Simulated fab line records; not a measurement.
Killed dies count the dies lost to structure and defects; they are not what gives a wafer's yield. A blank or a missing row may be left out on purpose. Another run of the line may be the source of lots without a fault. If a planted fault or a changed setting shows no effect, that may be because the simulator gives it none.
Chamber matching || flow nand_harc || NHARC_A_BLC_STRIP_29 on rie_diel-04: 4 sister chambers
The step strips in CF4. 14 wafers are shown with their chamber, then 7 later ones without.

WAFERS PAIRED WITH THEIR CHAMBERS
{"wafer": "L079.1", "chamber": 0, "showerhead_plenum_p_Torr (Torr)": 1.69, "drypump_motor_current_A (A)": 5.3, "rf_vpp_V (V)": 58.9}
{"wafer": "L079.3", "chamber": 2, "showerhead_plenum_p_Torr (Torr)": 1.80, "drypump_motor_current_A (A)": 6.2, "rf_vpp_V (V)": 58.5}
{"wafer": "L079.5", "chamber": 3, "showerhead_plenum_p_Torr (Torr)": 1.86, "drypump_motor_current_A (A)": 6.0, "rf_vpp_V (V)": 61.1}
{"wafer": "L078.1", "chamber": 2, "showerhead_plenum_p_Torr (Torr)": 1.80, "drypump_motor_current_A (A)": 6.2, "rf_vpp_V (V)": 59.5}
{"wafer": "L078.4", "chamber": 3, "showerhead_plenum_p_Torr (Torr)": 1.86, "drypump_motor_current_A (A)": 5.9, "rf_vpp_V (V)": 60.6}
{"wafer": "L078.6", "chamber": 0, "showerhead_plenum_p_Torr (Torr)": 1.69, "drypump_motor_current_A (A)": 5.2, "rf_vpp_V (V)": 57.9}
{"wafer": "L082.2", "chamber": 2, "showerhead_plenum_p_Torr (Torr)": 1.80, "drypump_motor_current_A (A)": 6.2, "rf_vpp_V (V)": 61.0}
{"wafer": "L082.4", "chamber": 0, "showerhead_plenum_p_Torr (Torr)": 1.69, "drypump_motor_current_A (A)": 5.3, "rf_vpp_V (V)": 58.9}
{"wafer": "L082.6", "chamber": 1, "showerhead_plenum_p_Torr (Torr)": 1.90, "drypump_motor_current_A (A)": 6.6, "rf_vpp_V (V)": 58.9}
{"wafer": "L087.1", "chamber": 2, "showerhead_plenum_p_Torr (Torr)": 1.79, "drypump_motor_current_A (A)": 6.2, "rf_vpp_V (V)": 59.6}
{"wafer": "L087.2", "chamber": 0, "showerhead_plenum_p_Torr (Torr)": 1.69, "drypump_motor_current_A (A)": 5.3, "rf_vpp_V (V)": 57.7}
{"wafer": "L087.3", "chamber": 3, "showerhead_plenum_p_Torr (Torr)": 1.85, "drypump_motor_current_A (A)": 6.0, "rf_vpp_V (V)": 60.5}
{"wafer": "L087.4", "chamber": 1, "showerhead_plenum_p_Torr (Torr)": 1.90, "drypump_motor_current_A (A)": 6.5, "rf_vpp_V (V)": 59.8}
{"wafer": "L087.5", "chamber": 2, "showerhead_plenum_p_Torr (Torr)": 1.79, "drypump_motor_current_A (A)": 6.2, "rf_vpp_V (V)": 60.4}

SIGNATURES (means of the wafers above)
{"reading": "showerhead_plenum_p_Torr", "chamber 0": 1.6900, "chamber 1": 1.9000, "chamber 2": 1.7960, "chamber 3": 1.8567, "scatter within a chamber": 0.00432}
{"reading": "drypump_motor_current_A", "chamber 0": 5.275, "chamber 1": 6.550, "chamber 2": 6.200, "chamber 3": 5.967, "scatter within a chamber": 0.0438}
{"reading": "rf_vpp_V", "chamber 0": 58.350, "chamber 1": 59.350, "chamber 2": 59.800, "chamber 3": 60.733, "scatter within a chamber": 0.739}
Rule: for a wafer and a chamber, the distance is found by dividing, reading by reading, the gap between the wafer's reading and the chamber's mean by the reading's scatter, squaring, summing and taking the root. If the next closest chamber is less than 2 further off than the closest, the wafer can't be placed; otherwise it belongs to the closest. How the scatter is found: for the shown wafers, subtract from each reading the mean of its chamber, square and add these, divide the total by (wafers less chambers), then take the root.

WAFERS WHOSE CHAMBER IS MISSING
{"wafer": "L087.6", "showerhead_plenum_p_Torr (Torr)": 1.85, "drypump_motor_current_A (A)": 6.0, "rf_vpp_V (V)": 59.4}
{"wafer": "L090.2", "showerhead_plenum_p_Torr (Torr)": 1.79, "drypump_motor_current_A (A)": 6.2, "rf_vpp_V (V)": 57.3}
{"wafer": "L090.5", "showerhead_plenum_p_Torr (Torr)": 1.69, "drypump_motor_current_A (A)": 5.3, "rf_vpp_V (V)": 59.0}
{"wafer": "L090.6", "showerhead_plenum_p_Torr (Torr)": 1.89, "drypump_motor_current_A (A)": 6.6, "rf_vpp_V (V)": 60.5}
{"wafer": "L092.1", "showerhead_plenum_p_Torr (Torr)": 1.68, "drypump_motor_current_A (A)": 5.2, "rf_vpp_V (V)": 59.3}
{"wafer": "L092.4", "showerhead_plenum_p_Torr (Torr)": 1.89, "drypump_motor_current_A (A)": 6.6, "rf_vpp_V (V)": 60.8}
{"wafer": "L092.6", "showerhead_plenum_p_Torr (Torr)": 1.84, "drypump_motor_current_A (A)": 6.0, "rf_vpp_V (V)": 58.7}

CHAMBER TAKEN BY EACH
{"wafer": "L087.6", "from the rows above": 3, "in truth": 3}
{"wafer": "L090.2", "from the rows above": 2, "in truth": 2}
{"wafer": "L090.5", "from the rows above": 0, "in truth": 0}
{"wafer": "L090.6", "from the rows above": 1, "in truth": 1}
{"wafer": "L092.1", "from the rows above": 0, "in truth": 0}
{"wafer": "L092.4", "from the rows above": 1, "in truth": 1}
{"wafer": "L092.6", "from the rows above": 3, "in truth": 3}
Placed correctly: 7 of 7. From these rows, 0 cannot be placed. Wrongly placed: 0.
